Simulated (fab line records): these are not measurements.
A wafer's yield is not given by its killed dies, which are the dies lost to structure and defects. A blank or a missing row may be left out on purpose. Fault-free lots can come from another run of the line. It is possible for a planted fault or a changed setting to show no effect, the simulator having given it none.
fab line records ; flow n5-finfet
record lots=5; wafers=15; last-day=18
route steps=1938 shown DUMMY_GATE@228 BEOL_M4@1111 PASSIVATION@1936
lots that met no fault: taken from a fault-free run of the same line
start-h: hours from the record's first day to the start of the lot's first wafer shown ; wait-h: hours from the lot's prior step to this one ; " the same as in the row above ; L1.1+2: several wafers, shown together as one row ; - either no value or no given start ; * or withheld: withheld ; < > ~ a bound
route shown NAME@n: names a module that has steps shown in the file, with the first one's number in the route ; usual: the fault-free wafers' mean and standard deviation ; same: alike in all rows ; chamber/n: place in a boat ; sites: readings site by site ; _std_site: standard deviation across them ; _edge_site: the outer-site mean with the inner-site mean subtracted ; radius-mm: how far each site lies from the wafer's centre ; mask NAME#n: copy n ; behind: tool/chamber where the wafer was last shaped ; hold: why the lot went on hold/how many hours it stayed there/how the hold came to an end ; device: which transistor (n, p or np) failed to switch ; end of line: at the end of the route, the tests of the same wafers ; for a step that has no rows: nothing shown but its recipe ; killed: not the wafer's yield, but the dies lost to structure and defects at the first sort ; map: shows each die of a wafer: x if killed, . if not, _ if none is there
set.NAME: setting as actually run; set.NAME@STEP: the setting as run at that earlier step ; model.NAME: the simulator's own value behind a step, which no gauge read
lots at selected steps of the route; one table per step, one row per wafer
services: from which hour (start-h, from the record's first day; less than 0 if before it) a tool's chamber was out of use, for how many hours, and why
## steps
# step N5_DUMMY_GATE_EXPOSE_12
# recipe mask-id=GATE; na=0.33; source-shape=annular; sigma-inner=0.2; sigma-outer=0.6; polarization=unpolarized; target-cd-nm=25; dose-mj=34
# step N5_DUMMY_GATE_PEB_13
# recipe peb-temp-c=100; peb-time-s=60; resist=CAR-EUV
# step N5_DUMMY_GATE_DEVELOP_14
# recipe develop-time-s=30; developer=TMAH; resist=CAR-EUV; rinse-liquid=surfactant-rinse; dry=air-spin; dev-temp-c=23
# step N5_DUMMY_GATE_DESCUM_20
# recipe chemistry=O2; time-s=6.2; source-power-w=50; bias-power-w=20; pressure-mtorr=20; rf-frequency-hz=2.712e+07; temp-c=40; resist=CAR-EUV; o2-flow-sccm=225
# step N5_DUMMY_GATE_ETCH_29
# recipe chemistry=N2/H2; target=underlayer; target-depth-a=130; ion-energy-ev=200; pressure-mtorr=30; source-w=840; bias-w=150; n2-flow-sccm=200; h2-flow-sccm=200
# step N5_DUMMY_GATE_ETCH_36
# recipe chemistry=CF4; target=SiARC; target-depth-a=130; pressure-mtorr=40; source-w=545; bias-w=36; Ar_flow_sccm=100; cf4-flow-sccm=100; ion-energy-ev=80
# step N5_DUMMY_GATE_ETCH_37
# recipe chemistry=N2/H2; target=SOC; target-depth-a=600; overetch-a=300; temp-c=40; ion-energy-ev=200; pressure-mtorr=30; source-w=840; bias-w=150; n2-flow-sccm=200; h2-flow-sccm=200
# step N5_DUMMY_GATE_STRIP_38
# recipe chemistry=N2/H2; temp-c=40; n2-flow-sccm=200; h2-flow-sccm=200; rf-frequency-hz=6e+07
# step N5_DUMMY_GATE_STRIP_39
# recipe chemistry=N2/H2; temp-c=40; n2-flow-sccm=200; h2-flow-sccm=200; rf-frequency-hz=6e+07
# step N5_DUMMY_GATE_TRIM_49
# recipe chemistry=O2; resist=SOC; time-s=29; target-cd-nm=14; source-power-w=300; bias-power-w=0; O2_flow_sccm=100; temp-c=20
# usual O2_flow_sccm=100.0/0.33; bias-power-w=0/0; drypump-motor-current-A=6.0/0.38; oes-product-au=1.008/0.02; throttle-valve-pct=8.18/0.18
lot.wafer;tool;chamber;start-h;wait-h;O2_flow_sccm;bias-power-w;drypump-motor-current-A;oes-product-au;rf-hours-counter-h;throttle-valve-pct;model.DUMMY_GATE.cd-nm
L587.2;rie-si-03;3;71.55;0.0;100.2;0;5.9;1.008;83;8.44;14.2
L587.3;rie-si-03;1;71.55;0.0;99.8;0;6.4;1.019;26;8.06;14.2
L587.6;rie-si-03;1;71.55;0.0;100.3;0;6.4;1.030;-;8.08;13.8
L589.3;rie-si-04;1;82.09;0.0;99.6;0;6.3;1.033;41;8.27;14
L589.5;rie-si-04;3;82.09;0.0;100.0;0;5.8;0.977;-;8.26;14
L589.6;rie-si-04;0;82.09;0.0;100.0;0;5.8;1.009;-;8.47;13.6
L597.2;rie-si-04;2;133.91;0.0;-;-;-;-;-;-;23.2
L597.4;rie-si-04;1;133.91;0.0;-;-;-;-;-;-;22.8
L597.5;rie-si-04;2;133.91;0.0;-;-;-;-;-;-;22.6
L598.1;rie-si-03;1;142.12;0.0;-;-;-;-;-;-;23
L598.4;rie-si-03;3;142.12;0.0;-;-;-;-;-;-;22.8
L598.6;rie-si-03;2;142.12;0.0;-;-;-;-;-;-;23.2
L599.1;rie-si-06;3;142.33;0.0;-;-;-;-;-;-;23.4
L599.2;rie-si-06;2;142.33;0.0;-;-;-;-;-;-;23.2
L599.3;rie-si-06;1;142.33;0.0;-;-;-;-;-;-;23
# step N5_DUMMY_GATE_STRIP_40
# recipe chemistry=CF4; resist=SiARC; power-w=300; bias-power-w=75; pressure-mtorr=50; cf4-flow-sccm=150; rf-frequency-hz=6e+07
# step N5_DUMMY_GATE_CD_MEAS_50
# recipe target-cd-nm=14
# usual cd-nm=14.0/0.34
lot.wafer;tool;chamber;start-h;wait-h;cd-nm
L587.2;cd-sem-03;-;71.82;0.0;13.8
L587.3;cd-sem-03;-;71.82;0.0;14.4
L587.6;cd-sem-03;-;71.82;0.0;13.9
L589.3;cd-sem-03;-;82.25;0.0;13.8
L589.5;cd-sem-03;-;82.25;0.0;14.1
L589.6;cd-sem-03;-;82.25;0.0;13.8
L597.2;cd-sem-03;-;134.17;0.0;23.0
L597.4;cd-sem-03;-;134.17;0.0;23.0
L597.5;cd-sem-03;-;134.17;0.0;22.6
L598.1;cd-sem-02;-;142.36;0.0;23.1
L598.4;cd-sem-02;-;142.36;0.0;23.0
L598.6;cd-sem-02;-;142.36;0.0;23.0
L599.1;cd-sem-02;-;142.67;0.0;23.1
L599.2;cd-sem-02;-;142.67;0.0;23.2
L599.3;cd-sem-02;-;142.67;0.0;23.2
# step N5_DUMMY_GATE_ETCH_31
# recipe chemistry=C4F6/O2; target=SiO2; mask-material=SOC; target-depth-a=825; time-s=27.5; ion-energy-ev=250; pressure-mtorr=30; source-w=345; bias-w=185; Ar_flow_sccm=300; C4F6_flow_sccm=10; O2_flow_sccm=10
# step N5_DUMMY_GATE_STRIP_41
# recipe chemistry=O2; power-w=400; temp-c=40; pressure-mtorr=30; rf-frequency-hz=6e+07; bias-power-w=0; overash-fraction=0.3; o2-flow-sccm=225
# step N5_DUMMY_GATE_HM_OPEN_21
# recipe chemistry=CH3F/O2; target=SiNx; target-depth-a=1200; Ar_flow_sccm=150; CH3F_flow_sccm=30; O2_flow_sccm=23; time-s=171.4; pressure-mtorr=30; source-w=395; bias-w=73; ion-energy-ev=120.7
# step N5_DUMMY_GATE_ETCH_32
# recipe chemistry=CF4; target=SiO2; target-depth-a=35; time-s=3.9; ion-energy-ev=350; pressure-mtorr=10; icp-w=800; bias-w=400; cf4-flow-sccm=80
# step N5_DUMMY_GATE_ETCH_23
# recipe chemistry=HBr/Cl2/O2; HBr_flow_sccm=150; Cl2_flow_sccm=80; O2_flow_sccm=12; bias-w=102; target-depth-a=410; time-s=22.3; target=poly-Si; mask-material=SiO2; pressure-mtorr=10; icp-w=800
# step N5_DUMMY_GATE_ETCH_44
# recipe chemistry=HBr/O2; over-etch-frac=0.7; target-depth-a=1275; stop-on=SiO2; ion-energy-ev=60; bias-w=20; target=poly-Si; mask-material=SiO2; pressure-mtorr=20; icp-w=400; HBr_flow_sccm=120; O2_flow_sccm=10
# step N5_DUMMY_GATE_CD_MEAS_24
# recipe target-cd-nm=15
# usual cd-nm=15.0/0.37
lot.wafer;tool;chamber;start-h;wait-h;cd-nm
L587.2;cd-sem-01;-;72.34;0.1;15.1
L587.3;cd-sem-01;-;72.34;0.1;15.3
L587.6;cd-sem-01;-;72.34;0.1;14.5
L589.3;cd-sem-02;-;82.82;0.1;14.9
L589.5;cd-sem-02;-;82.82;0.1;14.8
L589.6;cd-sem-02;-;82.82;0.1;14.5
L597.2;cd-sem-01;-;134.82;0.1;24.2
L597.4;cd-sem-01;-;134.82;0.1;23.7
L597.5;cd-sem-01;-;134.82;0.1;23.9
L598.1;cd-sem-01;-;142.85;0.1;24.2
L598.4;cd-sem-01;-;142.85;0.1;24.1
L598.6;cd-sem-01;-;142.85;0.1;23.9
L599.1;cd-sem-02;-;143.20;0.1;24.0
L599.2;cd-sem-02;-;143.20;0.1;23.8
L599.3;cd-sem-02;-;143.20;0.1;24.0
# step N5_DUMMY_GATE_ETCH_42
# recipe chemistry=CHF3/O2; target=SiO2; target-depth-a=35; time-s=31; ion-energy-ev=30; bias-w=12; pressure-mtorr=30; source-w=600; Ar_flow_sccm=200; CHF3_flow_sccm=50; O2_flow_sccm=5
# usual CHF3_flow_sccm=50.01/0.15; O2_flow_sccm=5.003/0.015; drypump-motor-current-A=5.5/0.43; oes-product-au=0.75/0.078; rf-vpp-V=42.8/1; showerhead-plenum-p-Torr=2.43/0.089; throttle-valve-pct=18.72/0.16
lot.wafer;tool;chamber;start-h;wait-h;CHF3_flow_sccm;O2_flow_sccm;drypump-motor-current-A;oes-product-au;rf-hours-counter-h;rf-vpp-V;showerhead-plenum-p-Torr;throttle-valve-pct;model.DUMMY_GATE.cd-nm
L587.2;rie-diel-05;0;72.38;0.0;50.04;4.964;5.5;0.71;219;41.8;2.38;18.96;15
L587.3;rie-diel-05;2;72.38;0.0;50.13;5.014;5.6;0.68;215;43.0;2.29;18.79;15.4
L587.6;rie-diel-05;0;72.38;0.0;50.17;4.998;5.5;0.72;-;44.4;2.38;18.96;14.6
L589.3;rie-diel-05;1;82.86;0.0;50.12;4.996;5.5;0.92;22;45.4;2.57;18.52;15
L589.5;rie-diel-05;1;82.86;0.0;50.12;5.017;5.5;0.91;-;44.5;2.57;18.53;15
L589.6;rie-diel-05;0;82.86;0.0;49.99;4.980;5.6;0.72;-;40.7;2.37;18.98;14.4
L597.2;rie-diel-05;0;134.90;0.1;50.02;4.994;5.6;0.71;237;42.6;2.37;18.97;24
L597.4;rie-diel-05;1;134.90;0.1;50.29;4.986;5.4;0.90;36;44.1;2.57;18.55;23.8
L597.5;rie-diel-05;2;134.90;0.1;50.25;4.992;5.6;0.67;-;42.4;2.29;18.82;23.6
L598.1;rie-diel-05;3;142.92;0.1;50.18;5.000;5.0;0.71;212;42.2;2.48;18.76;23.8
L598.4;rie-diel-05;2;142.92;0.1;50.23;5.017;5.6;0.67;234;43.6;2.28;18.84;23.8
L598.6;rie-diel-05;2;142.92;0.1;49.93;5.022;5.6;0.67;-;43.8;2.28;18.83;24.2
L599.1;rie-diel-02;1;143.35;0.2;50.28;5.012;6.4;0.78;117;42.7;2.34;18.92;24.4
L599.2;rie-diel-02;3;143.35;0.2;49.89;4.972;6.0;0.74;178;43.1;2.32;18.87;24.2
L599.3;rie-diel-02;2;143.35;0.2;50.32;5.000;5.5;0.74;172;42.1;2.48;18.51;24.2
# step N5_DUMMY_GATE_STRIP_48
# recipe chemistry=N2/H2; time-s=20; power-w=100; temp-c=40; pressure-mtorr=100; rf-frequency-hz=6e+07; bias-power-w=3; n2-flow-sccm=300; h2-flow-sccm=300
# step N5_BEOL_M4_RC_MEAS_101
# usual DIBL_N=36.0/1.9; DIBL_P=35.6/2.2; IOFF_N=0.15/0.031; IOFF_P=0.19/0.032; ION_N=668/11; ION_P=455/7.2; SS_N=71.5/0.65; SS_P=73.4/0.64; VT_N=251/3.6; VT_P=-253/3.3
lot.wafer;tool;chamber;start-h;wait-h;DIBL_N[mV/V];DIBL_P[mV/V];IOFF_N[nA/um];IOFF_P[nA/um];ION_N[uA/um];ION_P[uA/um];SS_N[mV/dec];SS_P[mV/dec];VT_N[mV];VT_P[mV]
L587.2;prober-01;0;216.05;0.2;37.1;35.6;0.17;0.21;679;466;71.8;73.8;248;-252
L587.3;prober-01;0;216.05;0.2;35.4;34.6;0.14;0.20;674;474;71.2;73.3;248;-248
L587.6;prober-01;0;216.05;0.2;39.3;39.2;0.23;0.27;700;469;72.6;74.6;246;-244
L589.3;prober-01;0;241.53;0.3;37.3;38.6;0.19;0.22;679;465;72.7;73.5;245;-250
L589.5;prober-01;0;241.53;0.3;36.6;38.7;0.17;0.22;670;462;71.8;73.1;251;-251
L589.6;prober-01;0;241.53;0.3;39.4;41.2;0.22;0.26;690;468;72.8;74.9;245;-248
# step N5_PASSIVATION_PROBE_49
# usual defect-limited-yield=91.3/1.4; killed_at_M0_to_M3=34/10; killed_at_M4_up=14/5.5; killed-at-contacts=12/6; killed-at-front-end=40/10; killed-at-other=3.0/2.4; killed-dies=103/17; killed-on-rim=13/4.3; killed-open=68/13; killed-short=34/7.8; sort_bin_5_function=5.1/0.97; sort_bin_6_memory=3.3/0.66; sort-n-pass=1077/17; sort-yield-pct=91.2/1.4
# same gross-dies=1180; killed-at-back-side=0; sort_bin_4_leakage[%]=0; sort_bin_8_speed[%]=0
lot.wafer;tool;chamber;start-h;wait-h;defect-limited-yield[%];killed_at_M0_to_M3;killed_at_M4_up;killed-at-contacts;killed-at-front-end;killed-at-other;killed-dies;killed-on-rim;killed-open;killed-short;sort_bin_5_function[%];sort_bin_6_memory[%];sort-n-pass;sort-yield-pct[%]
L597.2;prober-01;-;401.51;0.1;0;33;7;5;1135;0;1180;152;40;42;4.3;2.5;0;0
L597.4;prober-01;-;401.61;0.2;0;37;14;15;1110;4;1180;152;72;35;5.6;3.3;0;0
L597.5;prober-01;-;401.66;0.2;0;20;4;9;1143;4;1180;152;63;38;5.2;3.1;0;0
L598.1;prober-01;-;416.60;0.0;0;51;20;6;1102;1;1180;152;80;33;5.9;3.5;0;0
L598.4;prober-01;-;416.75;0.2;0;41;5;8;1122;4;1180;152;52;48;4.9;3.3;0;0
L598.6;prober-01;-;416.85;0.3;0;33;13;8;1125;1;1180;152;67;30;5.0;3.0;0;0
L599.1;prober-01;-;423.29;0.0;0;29;17;22;1111;1;1180;152;75;27;5.2;3.3;0;0
L599.2;prober-01;-;423.34;0.1;0;45;15;22;1097;1;1180;152;87;43;6.0;4.8;0;0
L599.3;prober-01;-;423.39;0.1;0;40;21;13;1104;2;1180;152;76;39;5.9;3.4;0;0
# killed by level:class
L597.2 DUMMY_GATE:area-expose=1096 FIN_SAQP:geometric-particle:open=11 BEOL_M0_SAQP:geometric-particle:short=11 FIN_SAQP:geometric-particle:short=9 ILD0:geometric-particle:short=6 BEOL_M0_SAQP:geometric-particle:open=6 BEOL_M1:geometric-particle:open=4 GATE_CUT:geometric-particle:short=4
L597.4 DUMMY_GATE:area-expose=1070 MOL_CONTACT_COAG:geometric-particle:open=13 FIN_SAQP:geometric-particle:open=12 BEOL_M0_SAQP:geometric-particle:open=11 BEOL_M0_SAQP:geometric-particle:short=9 STARTING-WAFER:geometric-particle:short=6 BEOL_M2:geometric-particle:short=5 STI_FIN_REVEAL:geometric-particle:open=4
L597.5 DUMMY_GATE:area-expose=1077 STI_FIN_REVEAL:geometric-particle:open=20 FIN_SAQP:geometric-particle:short=14 FIN_SAQP:geometric-particle:open=14 MOL_CONTACT_COAG:geometric-particle:open=8 BEOL_M0_SAQP:geometric-particle:short=8 ILD0:geometric-particle:open=7 ILD0:geometric-particle:short=6
L598.1 DUMMY_GATE:area-expose=1067 BEOL_M3:geometric-particle:open=13 BEOL_M0_SAQP:geometric-particle:short=11 BEOL_M0_SAQP:geometric-particle:open=9 BEOL_M1:geometric-particle:open=9 BEOL_M4:geometric-particle:open=9 FIN_SAQP:geometric-particle:short=7 MOL_CONTACT_COAG:geometric-particle:open=6
L598.4 DUMMY_GATE:area-expose=1079 FIN_SAQP:geometric-particle:short=14 BEOL_M3:geometric-particle:open=11 BEOL_M0_SAQP:geometric-particle:short=9 MOL_CONTACT_COAG:geometric-particle:open=7 BEOL_M0_SAQP:geometric-particle:open=6 DUMMY_GATE:geometric-particle:open=5 GATE_CUT:geometric-particle:short=5
L598.6 DUMMY_GATE:area-expose=1083 STI_FIN_REVEAL:geometric-particle:open=12 BEOL_M3:geometric-particle:open=11 BEOL_M4:geometric-particle:open=9 FIN_SAQP:geometric-particle:short=8 FIN_SAQP:geometric-particle:open=8 MOL_CONTACT_COAG:geometric-particle:open=7 BEOL_M0_SAQP:geometric-particle:short=5
L599.1 DUMMY_GATE:area-expose=1077 MOL_CONTACT_COAG:geometric-particle:open=20 BEOL_M2:geometric-particle:open=9 BEOL_M4:geometric-particle:open=9 BEOL_M0_SAQP:geometric-particle:open=6 GATE_CUT:geometric-particle:open=6 BEOL_M0_SAQP:geometric-particle:short=6 FIN_SAQP:geometric-particle:short=5
L599.2 DUMMY_GATE:area-expose=1050 MOL_CONTACT_COAG:geometric-particle:open=20 FIN_SAQP:geometric-particle:open=15 FIN_SAQP:geometric-particle:short=10 BEOL_M0_SAQP:geometric-particle:open=10 BEOL_M0_SAQP:geometric-particle:short=7 BEOL_M1:geometric-particle:open=6 BEOL_M3:geometric-particle:open=6
L599.3 DUMMY_GATE:area-expose=1064 BEOL_M2:geometric-particle:open=12 BEOL_M4:geometric-particle:open=11 FIN_SAQP:geometric-particle:open=10 MOL_CONTACT_COAG:geometric-particle:open=10 FIN_SAQP:geometric-particle:short=9 BEOL_M0_SAQP:geometric-particle:short=9 BEOL_M0_SAQP:geometric-particle:open=8
# map L597.2 (x killed, . not)
_________________xxxxxxxxxxxx________________
______________xxxxxxxxxxxxxxxxxx_____________
___________xxxxxxxxxxxxxxxxxxxxxxxx__________
__________xxxxxxxxxxxxxxxxxxxxxxxxxx_________
________xxxxxxxxxxxxxxxxxxxxxxxxxxxxxx_______
_______xxxxxxxxxxxxxxxxxxxxxxxxxxxxxxxx______
______xxxxxxxxxxxxxxxxxxxxxxxxxxxxxxxxxx_____
_____xxxxxxxxxxxxxxxxxxxxxxxxxxxxxxxxxxxx____
____xxxxxxxxxxxxxxxxxxxxxxxxxxxxxxxxxxxxxx___
___xxxxxxxxxxxxxxxxxxxxxxxxxxxxxxxxxxxxxxxx__
___xxxxxxxxxxxxxxxxxxxxxxxxxxxxxxxxxxxxxxxx__
__xxxxxxxxxxxxxxxxxxxxxxxxxxxxxxxxxxxxxxxxxx_
__xxxxxxxxxxxxxxxxxxxxxxxxxxxxxxxxxxxxxxxxxx_
_xxxxxxxxxxxxxxxxxxxxxxxxxxxxxxxxxxxxxxxxxxxx
_xxxxxxxxxxxxxxxxxxxxxxxxxxxxxxxxxxxxxxxxxxxx
_xxxxxxxxxxxxxxxxxxxxxxxxxxxxxxxxxxxxxxxxxxxx
_xxxxxxxxxxxxxxxxxxxxxxxxxxxxxxxxxxxxxxxxxxxx
_xxxxxxxxxxxxxxxxxxxxxxxxxxxxxxxxxxxxxxxxxxxx
_xxxxxxxxxxxxxxxxxxxxxxxxxxxxxxxxxxxxxxxxxxxx
_xxxxxxxxxxxxxxxxxxxxxxxxxxxxxxxxxxxxxxxxxxxx
_xxxxxxxxxxxxxxxxxxxxxxxxxxxxxxxxxxxxxxxxxxxx
__xxxxxxxxxxxxxxxxxxxxxxxxxxxxxxxxxxxxxxxxxx_
__xxxxxxxxxxxxxxxxxxxxxxxxxxxxxxxxxxxxxxxxxx_
___xxxxxxxxxxxxxxxxxxxxxxxxxxxxxxxxxxxxxxxx__
___xxxxxxxxxxxxxxxxxxxxxxxxxxxxxxxxxxxxxxxx__
____xxxxxxxxxxxxxxxxxxxxxxxxxxxxxxxxxxxxxx___
_____xxxxxxxxxxxxxxxxxxxxxxxxxxxxxxxxxxxx____
______xxxxxxxxxxxxxxxxxxxxxxxxxxxxxxxxxx_____
_______xxxxxxxxxxxxxxxxxxxxxxxxxxxxxxxx______
________xxxxxxxxxxxxxxxxxxxxxxxxxxxxxx_______
__________xxxxxxxxxxxxxxxxxxxxxxxxxx_________
___________xxxxxxxxxxxxxxxxxxxxxxxx__________
______________xxxxxxxxxxxxxxxxxx_____________
_________________xxxxxxxxxxxx________________
# map L598.1 (x killed, . not)
_________________xxxxxxxxxxxx________________
______________xxxxxxxxxxxxxxxxxx_____________
___________xxxxxxxxxxxxxxxxxxxxxxxx__________
__________xxxxxxxxxxxxxxxxxxxxxxxxxx_________
________xxxxxxxxxxxxxxxxxxxxxxxxxxxxxx_______
_______xxxxxxxxxxxxxxxxxxxxxxxxxxxxxxxx______
______xxxxxxxxxxxxxxxxxxxxxxxxxxxxxxxxxx_____
_____xxxxxxxxxxxxxxxxxxxxxxxxxxxxxxxxxxxx____
____xxxxxxxxxxxxxxxxxxxxxxxxxxxxxxxxxxxxxx___
___xxxxxxxxxxxxxxxxxxxxxxxxxxxxxxxxxxxxxxxx__
___xxxxxxxxxxxxxxxxxxxxxxxxxxxxxxxxxxxxxxxx__
__xxxxxxxxxxxxxxxxxxxxxxxxxxxxxxxxxxxxxxxxxx_
__xxxxxxxxxxxxxxxxxxxxxxxxxxxxxxxxxxxxxxxxxx_
_xxxxxxxxxxxxxxxxxxxxxxxxxxxxxxxxxxxxxxxxxxxx
_xxxxxxxxxxxxxxxxxxxxxxxxxxxxxxxxxxxxxxxxxxxx
_xxxxxxxxxxxxxxxxxxxxxxxxxxxxxxxxxxxxxxxxxxxx
_xxxxxxxxxxxxxxxxxxxxxxxxxxxxxxxxxxxxxxxxxxxx
_xxxxxxxxxxxxxxxxxxxxxxxxxxxxxxxxxxxxxxxxxxxx
_xxxxxxxxxxxxxxxxxxxxxxxxxxxxxxxxxxxxxxxxxxxx
_xxxxxxxxxxxxxxxxxxxxxxxxxxxxxxxxxxxxxxxxxxxx
_xxxxxxxxxxxxxxxxxxxxxxxxxxxxxxxxxxxxxxxxxxxx
__xxxxxxxxxxxxxxxxxxxxxxxxxxxxxxxxxxxxxxxxxx_
__xxxxxxxxxxxxxxxxxxxxxxxxxxxxxxxxxxxxxxxxxx_
___xxxxxxxxxxxxxxxxxxxxxxxxxxxxxxxxxxxxxxxx__
___xxxxxxxxxxxxxxxxxxxxxxxxxxxxxxxxxxxxxxxx__
____xxxxxxxxxxxxxxxxxxxxxxxxxxxxxxxxxxxxxx___
_____xxxxxxxxxxxxxxxxxxxxxxxxxxxxxxxxxxxx____
______xxxxxxxxxxxxxxxxxxxxxxxxxxxxxxxxxx_____
_______xxxxxxxxxxxxxxxxxxxxxxxxxxxxxxxx______
________xxxxxxxxxxxxxxxxxxxxxxxxxxxxxx_______
__________xxxxxxxxxxxxxxxxxxxxxxxxxx_________
___________xxxxxxxxxxxxxxxxxxxxxxxx__________
______________xxxxxxxxxxxxxxxxxx_____________
_________________xxxxxxxxxxxx________________
## services
tool;chamber;start-h;hours;kind
rie-diel-05;3;52.46;7.1;repair
rie-diel-05;-;66.04;5.2;repair
rie-si-06;2;107.15;-;clean
rie-si-06;2;107.15;15.1;scheduled-down
rie-si-06;2;107.15;15.1;vent-cycle
rie-si-04;3;116.97;-;clean
rie-si-04;3;116.97;36.6;scheduled-down
rie-si-04;3;116.97;36.6;vent-cycle
rie-diel-02;1;125.47;2.9;repair
rie-si-03;1;129.82;11.1;repair
rie-si-03;-;131.25;1.3;repair
rie-si-04;-;134.08;0.9;repair
## key
first-sign step=N5_DUMMY_GATE_TRIM_49; reading=tool-record; direction=missing
effect step=N5_DUMMY_GATE_CD_MEAS_50; reading=cd-nm; direction=up; sigmas=26; usual=14.0; struck=23.0
effect step=N5_DUMMY_GATE_CD_MEAS_24; reading=cd-nm; direction=up; sigmas=24; usual=15.0; struck=24.0
effect step=N5_PASSIVATION_PROBE_49; reading=killed-at-front-end; direction=up; sigmas=99+; usual=40; struck=1117
model-effect step=N5_DUMMY_GATE_TRIM_49; value=DUMMY_GATE.cd-nm; without=14.11; struck=23.02
model-effect step=N5_DUMMY_GATE_ETCH_42; value=DUMMY_GATE.cd-nm; without=15.09; struck=24
met-at N5_DUMMY_GATE_TRIM_49
struck-wafers L597.2,L597.4,L597.5,L598.1,L598.4,L598.6,L599.1,L599.2,L599.3
later-rows-left-out L597.2,L597.4,L597.5,L598.1,L598.4,L598.6,L599.1,L599.2,L599.3
onset-between 82.09 133.91
fault kind=skipped-step-whole; tool=rie-si-03,rie-si-04,rie-si-06; chamber=-; onset-h=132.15; steps=N5_DUMMY_GATE_TRIM_49; scope=struck-lots-only
# later-rows-left-out: the simulator's readings of these wafers behind a module that went badly wrong aren't trusted and aren't shown, but for the sort
